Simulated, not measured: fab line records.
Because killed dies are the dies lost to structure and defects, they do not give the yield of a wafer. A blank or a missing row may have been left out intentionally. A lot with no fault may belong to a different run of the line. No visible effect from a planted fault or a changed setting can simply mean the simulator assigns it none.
A single fault, viewed from 2 desks | flow nand_harc | numbers are kept per desk, each desk with only its own; the story behind them comes last

== FOR THE TOOL OWNER'S DESK: acl_dep-01 ==
The tool's own readings at NHARC_A_CONTACT_DEP_57 (deposits aC, target thk 5300 nm): means of the sampled wafers that have a number, for each lot that ran on this tool. Any lot whose mean is over 4 standard deviations away from the usual mean is out of limits and marked OUT; that distance is given in the brackets.
Columns: A = throttle_valve_pct at NHARC_A_CONTACT_DEP_57, usual 35.001 %
lot  | first seen here | A
L191 | day 21 20:55    | 34.988
L193 | day 23 02:19    | 35.005
L194 | day 23 12:48    | 34.997
L202 | day 26 14:13    | 34.996
L204 | day 27 07:08    | 34.995
L210 | day 30 05:54    | 35.002
L213 | day 31 02:11    | 35.000
This desk's verdict: no lot among the 7 shows anything out of limits.

== AT THE METROLOGY DESK ==
What the gauges read for every lot (on any tool): the sampled wafers with a number, averaged. Any lot whose mean is over 4 standard deviations away from the usual mean is out of limits and marked OUT; that distance is given in the brackets.
Columns: A = cd_nm at NHARC_A_BONDPAD_CD_MEAS_13, usual 499.0 nm; B = cd_nm at NHARC_THIN_TSV_CD_MEAS_37, usual 4998.7 nm
lot  | first seen here | A     | B
L191 | day 23 05:15    | 495.2 | 5001.2
L193 | day 24 11:04    | 499.1 | 5000.5
L195 | day 24 14:36    | 498.2 | 4997.1
L194 | day 24 19:45    | 498.9 | 5000.8
L196 | day 25 06:40    | 500.4 | 4998.9
L201 | day 28 21:22    | 499.0 | 5002.5
L207 | day 29 19:51    | 500.6 | 4994.9
L206 | day 30 12:45    | 499.5 | 4995.7
L210 | day 31 12:08    | 500.0 | 4997.4
L211 | day 31 14:59    | 500.8 | 4998.7
L213 | day 32 10:56    | 498.8 | 4999.4
L214 | day 33 00:57    | 500.4 | 4998.4
This desk's verdict: no lot among the 12 shows anything out of limits.

== BROUGHT TOGETHER ==
The tool owner's desk saw nothing out of limits.
From the metrology desk's view, nothing was out of limits.

== WHAT THE SIMULATOR HAD PUT IN ==
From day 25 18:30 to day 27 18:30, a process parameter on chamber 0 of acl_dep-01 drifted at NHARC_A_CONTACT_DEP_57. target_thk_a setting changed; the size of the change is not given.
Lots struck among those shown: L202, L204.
